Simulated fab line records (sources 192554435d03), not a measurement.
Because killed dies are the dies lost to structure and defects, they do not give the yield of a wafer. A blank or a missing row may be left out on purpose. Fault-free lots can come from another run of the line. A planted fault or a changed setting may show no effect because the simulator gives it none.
Problem report, 8D (eight disciplines) form, completed by code / flow n5-finfet / the parts of the form that need people (team, actions taken, sign-off) are left out

== 1. WHAT IS WRONG ==
At N5_MOL_CONTACT_COAG_ETCH_90, etch-rf-on-time-s averages 12.7 s over 6 wafers from 2 lots, while fault-free wafers read 21.8 s, standard deviation 0.39. That puts it -23 standard deviations away from the usual mean.
The step: etches SiARC in CF4, target depth 13 nm, time 21.7 s.
Earliest sighting: wafer L532.1 on rie-diel-05 at day 10 06:17. Wafers with a number at this step in the record: 24, from 8 lots. Rule for "out", or "out of limits": more than 4 standard deviations from the usual mean. All remaining wafers that have a number are taken as sound.

== 2. WHAT IT IS, WHAT IT ISN'T ==
question=which readings at this step | is=etch-rf-on-time-s | is not=drypump-motor-current-A, showerhead-plenum-p-Torr, throttle-valve-pct
question=which lots | is=L532, L533 | is not=L519, L520, L522, L523, L527, L535
question=which wafers of those lots | is=all that have a number | is not=-
question=read on which tools | is=rie-diel-05 | is not=rie-diel-01
question=when | is=from day 10 06:17 | is not=up to then (15 sound wafers); but 3 sound wafers of L535 came after

== 3. WHAT RULES OUT EACH SUSPECT ==
Counting: any tool at a process step up to the reading is kept as a suspect provided that every lot that is out went through it and no sound lot did after the first of them.
- rie-diel-05 at N5_MOL_CONTACT_COAG_DESCUM_88 (chemistry O2, time 7 s): kept. All lots that are out passed through it, beginning with L532 at day 10 06:13, and no sound lot followed; its final sound lot before that point was L527 at day 9 01:52.
- rie-diel-05 at N5_MOL_CONTACT_COAG_ETCH_90 (etches SiARC in CF4, target depth 13 nm, time 21.7 s): kept. All lots that are out passed through it, beginning with L532 at day 10 06:17, and no sound lot followed; its final sound lot before that point was L527 at day 9 01:55. On those wafers its own readings are out: etch-rf-on-time-s.
After counting, rie-diel-05 at N5_MOL_CONTACT_COAG_DESCUM_88 and rie-diel-05 at N5_MOL_CONTACT_COAG_ETCH_90 remain.

== 4. THE CAUSE (what the simulator had put in) ==
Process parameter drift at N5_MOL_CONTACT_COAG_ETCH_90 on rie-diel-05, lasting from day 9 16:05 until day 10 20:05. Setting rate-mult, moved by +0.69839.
Counting left 2 suspects, and this tool is among them.

== 5. THE CHAIN OF EFFECTS, in route order ==
Each row: a reading where the mean over the struck wafers with a number is more than 3 standard deviations away from the usual. Scope: only readings with a usual standard deviation given in the record; hours: median across lots of the time from each lot's start at the first step in this table that gives one to its start at this step; sigmas: change in usual standard deviations.
hours=0; step=N5_MOL_CONTACT_COAG_ETCH_90; reading=etch-rf-on-time-s; usual=21.8 s; on struck wafers=12.7; change=-9.1; sigmas=-23
hours=0; step=N5_MOL_CONTACT_COAG_ETCH_90; reading=oes-product-au; usual=0.66 a.u.; on struck wafers=1.05; change=+0.39; sigmas=+5.6
Here are the process steps it includes:
- N5_MOL_CONTACT_COAG_ETCH_90: etches SiARC in CF4, target depth 13 nm, time 21.7 s.
At these later measuring or inspecting steps, every struck wafer for which the step has a row has a number for every such reading, and none has moved that far: N5_BEOL_M4_RC_MEAS_101.

== 6. WHAT WOULD HAVE CAUGHT IT SOONER ==
14 hours passed between the start of the fault at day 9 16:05 and the first reading out of limits in this record, taken at day 10 06:17.
